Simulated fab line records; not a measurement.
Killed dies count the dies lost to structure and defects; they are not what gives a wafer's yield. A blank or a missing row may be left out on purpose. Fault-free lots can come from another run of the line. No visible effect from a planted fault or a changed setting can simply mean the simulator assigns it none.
Chamber matching || flow nand harc || rie si-05 running NHARC_P_ZERO_WELL_ETCH_63: 4 sister chambers
The step etches the open film in HBr/Cl2, target depth 120 nm, time 40.1 s. 8 wafers are shown with their chamber, then 7 later ones without.

== EACH WAFER AND ITS CHAMBER ==
{"wafer": "L748.1", "chamber": 0, "he backside leak sccm (sccm)": 2.93, "oes product au (a.u.)": 1.013}
{"wafer": "L750.1", "chamber": 0, "he backside leak sccm (sccm)": 3.06, "oes product au (a.u.)": 1.002}
{"wafer": "L750.6", "chamber": 1, "he backside leak sccm (sccm)": 2.36, "oes product au (a.u.)": 0.984}
{"wafer": "L751.1", "chamber": 3, "he backside leak sccm (sccm)": 2.72, "oes product au (a.u.)": 0.994}
{"wafer": "L751.4", "chamber": 2, "he backside leak sccm (sccm)": 2.57, "oes product au (a.u.)": 1.018}
{"wafer": "L751.6", "chamber": 2, "he backside leak sccm (sccm)": 2.41, "oes product au (a.u.)": 1.020}
{"wafer": "L753.1", "chamber": 3, "he backside leak sccm (sccm)": 2.75, "oes product au (a.u.)": 0.982}
{"wafer": "L753.2", "chamber": 1, "he backside leak sccm (sccm)": 2.41, "oes product au (a.u.)": 0.988}

== WAFERS MISSING THEIR CHAMBER ==
{"wafer": "L753.3", "he backside leak sccm (sccm)": 2.25, "oes product au (a.u.)": 1.004}
{"wafer": "L759.2", "he backside leak sccm (sccm)": 2.89, "oes product au (a.u.)": 1.010}
{"wafer": "L759.3", "he backside leak sccm (sccm)": 2.37, "oes product au (a.u.)": 0.982}
{"wafer": "L759.5", "he backside leak sccm (sccm)": 2.69, "oes product au (a.u.)": 0.999}
{"wafer": "L761.2", "he backside leak sccm (sccm)": 2.56, "oes product au (a.u.)": 1.015}
{"wafer": "L761.4", "he backside leak sccm (sccm)": 2.89, "oes product au (a.u.)": 1.002}
{"wafer": "L761.5", "he backside leak sccm (sccm)": 2.93, "oes product au (a.u.)": 1.008}

== CHAMBER TAKEN BY EACH ==
{"wafer": "L753.3", "from the rows above": "can't be placed: 1 or 2", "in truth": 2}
{"wafer": "L759.2", "from the rows above": 0, "in truth": 0}
{"wafer": "L759.3", "from the rows above": 1, "in truth": 1}
{"wafer": "L759.5", "from the rows above": 3, "in truth": 3}
{"wafer": "L761.2", "from the rows above": 2, "in truth": 2}
{"wafer": "L761.4", "from the rows above": "can't be placed: 0 or 3", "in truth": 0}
{"wafer": "L761.5", "from the rows above": 0, "in truth": 0}
Placed correctly: 5 of 7. From these rows, 2 cannot be placed; in 2 the true chamber is one of the candidates. 0 placed wrongly.
How it was worked out, from the rows above alone: a wafer's distance from a chamber is the root of the sum, over the readings, of the square of ((its reading less the chamber's mean) divided by the reading's scatter). The wafer belongs to the nearest chamber; if the next one is less than 2 further off, it can't be placed. The mean given for a chamber averages the wafers shown for that chamber. The scatter: take each reading less its chamber's mean, square it, sum over the shown wafers, divide by the number of wafers less the number of chambers, and take the root.
